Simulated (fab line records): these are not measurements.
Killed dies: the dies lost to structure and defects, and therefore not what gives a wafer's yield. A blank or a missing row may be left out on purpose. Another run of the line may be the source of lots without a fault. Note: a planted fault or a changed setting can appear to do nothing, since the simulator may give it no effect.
Which tool is to blame? :: flow nandHarc :: 36 wafers sampled from 12 lots at 1 step of a route of 1159

WHAT THE GAUGES SHOWED, per wafer
NHARC_A_CHANNEL_FILL_D1_INSPECT_13.
lot: L075
measured: day 10 19:32
on: defectInspect-02
rawDefectCount: 197 288 223

lot: L078
measured: day 11 08:02
on: defectInspect-02
rawDefectCount: 324 469 451

lot: L079
measured: day 11 20:20
on: defectInspect-01
rawDefectCount: 377 403 134

lot: L081
measured: day 12 03:36
on: defectInspect-01
rawDefectCount: 1245 369 411

lot: L082
measured: day 12 14:44
on: defectInspect-01
rawDefectCount: 421 607 400

lot: L088
measured: day 13 17:53
on: defectInspect-01
rawDefectCount: 290 356 400

lot: L087
measured: day 13 21:38
on: defectInspect-01
rawDefectCount: 355 516 411

lot: L085
measured: day 14 06:16
on: defectInspect-02
rawDefectCount: 246 218 172

lot: L090
measured: day 14 20:46
on: defectInspect-02
rawDefectCount: 226 320 244

lot: L093
measured: day 15 03:18
on: defectInspect-02
rawDefectCount: 332 109 377

lot: L097
measured: day 15 20:21
on: defectInspect-02
rawDefectCount: 418 318 271

lot: L095
measured: day 16 09:04
on: defectInspect-02
rawDefectCount: 420 226 268

WHICH TOOL RAN EACH LOT (tool, then ch and the chambers of the sampled wafers, then the start)
No process step before these readings appears in the record.

THE ANSWER, worked out from the rows above alone
Rule: usual is defined by the lots themselves. Put in order of their means at a reading, lots are off if they are a third of the lots or fewer, leave a main group of 4 or more, and stand apart from it by a gap of 3 or more times the standard deviation of the main group's means; of several such gaps the widest counts. Not used: any main group whose means are identical at the precision the tables above print for the reading. A lot without any number at a reading at which 4 lots or more have one is off too. Where the step has rows for the other lots, those lots are counted as sound.
None of the lots is off at any reading shown; this tells nothing.

WHAT THE SIMULATOR HAD PUT IN
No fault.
